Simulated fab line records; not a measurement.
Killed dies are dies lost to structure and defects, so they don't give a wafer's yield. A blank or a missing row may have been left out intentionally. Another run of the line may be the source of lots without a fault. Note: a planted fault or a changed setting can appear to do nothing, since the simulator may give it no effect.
Comparing a struck lot with a sound one :: flow n5_finfet :: 36 steps out of a route of 1938
Sound: the wafers L375.2, L375.4, L375.5. Wafers L366.1, L366.5 were the ones struck. The cause comes at the end.
At each step with rows: each side's tool, then ch and its chambers, then its first start. Under that, the readings that differ: sound wafers :: struck wafers :: difference of the means :: sigmas: that difference in standard deviations of wafers without a fault.
alike: readings with means less than 2 such deviations apart, plus words and numbers identical on both sides. not compared: withheld readings, readings lacking a value on some wafer, bounds such as >300 that could conceal the same value, and numbers that have no deviation in the record and whose values overlap.
The two part at a step that has a row with sigmas, a row that says differs or no value, or rows on one side only. Numbers that don't overlap but have no deviation are shown without sigmas and don't part them. A reading missing from all wafers of one side parts the sides only when that side holds two or more wafers.

first, 7 steps without rows for these wafers: N5_SD_EPI_P_SRD_25 (time 30 s); N5_SD_ACTIVATION_RTA_00 (time 0 s); N5_SD_ACTIVATION_LSA_01 (time 0.0008 s); N5_ILD0_LINER_00 (material SiNx, target thk 4 nm, pulse time 1 s, purge time 2 s); N5_ILD0_FCVD_FILL_01 (material SiO2 flowable, target thk 200 nm, time 328.3 s); N5_ILD0_CURE_02 (time 1800 s); N5_ILD0_CMP_03 (polishes, stops on SiNx, t overpolish 1.9 s, target thk 197.38 nm).
N5_ILD0_CMP_07: polishes SiO2 flowable, stops on poly-Si, t overpolish 1.18 s, target thk 138.88 nm.
  sound on cmp-03 ch 2,3, day 8 11:28; struck on cmp-02 ch 0,2, day 5 23:44
reading: model.a-Si_of_DUMMY_GATE_CVD_03.thk_nm (nm)
sound: 69.2 68.2 68.6
struck: 70 71.2
difference: +2
sigmas: 
  alike: motor_current_A, slurry_flow_ml_min
  not compared: model.SiO2_flowable_of_ILD0_FCVD_FILL_01.thk_nm
N5_ILD0_THK_MEAS_08:
  sound: film_metro-02 at day 8 11:45; struck: film_metro-01 at day 5 23:58
reading: thk_nm (nm)
sound: 140.6 138.0 139.4
struck: 141.0 141.7
difference: +2.0
sigmas: +3
then, 23 steps without rows for these wafers: N5_ILD0_PRECLEAN_10 (cleans in NF3:NH3, afs cycles 5, time 20 s, sublimation time 60 s); N5_ILD0_ALD_15 (deposits SiNx, target thk 24 nm, pulse time 1 s, ald cycles 480); N5_ILD0_CMP_12 (polishes SiNx, stops on poly-Si, t overpolish 6 s, target thk 17.67 nm); N5_SDB_HM_DEP_00 (deposits SiNx from SiH4/NH3/N2, target thk 40 nm, time 35.3 s); N5_SDB_COAT_03 (time 60 s, resist thk 100 nm); N5_SDB_COAT_04 (time 60 s, resist thk 18 nm); N5_SDB_COAT_05 (resist thk 90 nm); N5_SDB_EBR_07; N5_SDB_SOFTBAKE_06 (time 60 s); N5_SDB_EXPOSE_08 (exposes mask SDB); N5_SDB_PEB_09 (peb time 60 s); N5_SDB_DEVELOP_10 (develop time 30 s); N5_SDB_DESCUM_16 (chemistry O2, time 7.9 s); N5_SDB_ETCH_17 (etches SiARC in CF4, target depth 23.4 nm, time 39 s); N5_SDB_ETCH_18 (etches SOC in N2/H2, target depth 100 nm, overetch 20 nm, time 150 s); N5_SDB_STRIP_19 (strips in N2/H2); N5_SDB_STRIP_21 (strips in CF4); N5_SDB_HM_OPEN_20 (chemistry CH3F/O2, target SiNx, stops on poly-Si, target depth 24 nm); N5_SDB_STRIP_22 (strips in N2/H2); N5_SDB_PRECLEAN_23 (cleans in dHF, time 30 s); N5_SDB_DUMMY_REMOVE_24 (chemistry TMAH, target poly-Si, stops on SiO2, target depth 142 nm, time 57 s, rinse time 30 s); N5_SDB_ETCH_25 (etches SiO2 in C4F6/O2, target depth 10 nm, time 3.3 s); N5_SDB_CUT_ETCH_26 (etches Si in HBr/Cl2/O2, target depth 129.6 nm, bt time 20 s, time 51.8 s).
N5_SDB_CMP_30: polishes, stops on poly-Si, t overpolish 1.54 s, target thk 30 nm.
  sound on cmp-03 ch 0,3, day 8 18:59; struck on cmp-04 ch 0,2, day 6 07:45
reading: model.a-Si_of_DUMMY_GATE_CVD_03.thk_nm (nm)
sound: 64.4 63.6 63.8
struck: 65.4 66.6
difference: +2.1
sigmas: 
  alike: motor_current_A, overpolish_run_s, slurry_flow_ml_min, time_to_endpoint_s
N5_MOL_CONTACT_COAG_WET_ETCH_116: etches the open film in SC1-inhibited, target depth 4.6 nm, rinse time 30 s.
  sound on wet_bench-05 ch 3,4,6, day 9 20:00; struck on wet_bench-03 ch 5,6, day 7 07:16
  not compared: model.SiO2_flowable_of_ILD0_FCVD_FILL_01.thk_nm
-- here the record skips 3 days between the struck wafers' starts before and after, leaving off in module MOL_CONTACT_COAG and picking up in module BEOL_M4 (first step shown: number 1111 of the route) --
N5_BEOL_M4_RC_MEAS_101:
  sound on prober-01 ch 0, day 12 18:46; struck on prober-01 ch 0, day 10 04:43
reading: SS_P (mV/dec)
sound: 73.4 73.9 73.4
struck: 72.4 72.0
difference: -1.4
sigmas: -2
  alike: DIBL_N, DIBL_P, IOFF_N, IOFF_P, ION_N, ION_P, SS_N, VT_N, VT_P
-- a jump in the record: the struck wafers' starts before and after are 5 days apart (it breaks off in module BEOL_M4 and resumes in module PASSIVATION, where the first step shown is number 1936 of the route) --
N5_PASSIVATION_PROBE_49:
  rows exist in the record for the struck wafers here (prober-02, day 15 00:08), but not for the sound ones

== WHERE THEY PART ==
First at N5_ILD0_THK_MEAS_08; last, within this record, at N5_PASSIVATION_PROBE_49.

WHY: what the simulator had put in
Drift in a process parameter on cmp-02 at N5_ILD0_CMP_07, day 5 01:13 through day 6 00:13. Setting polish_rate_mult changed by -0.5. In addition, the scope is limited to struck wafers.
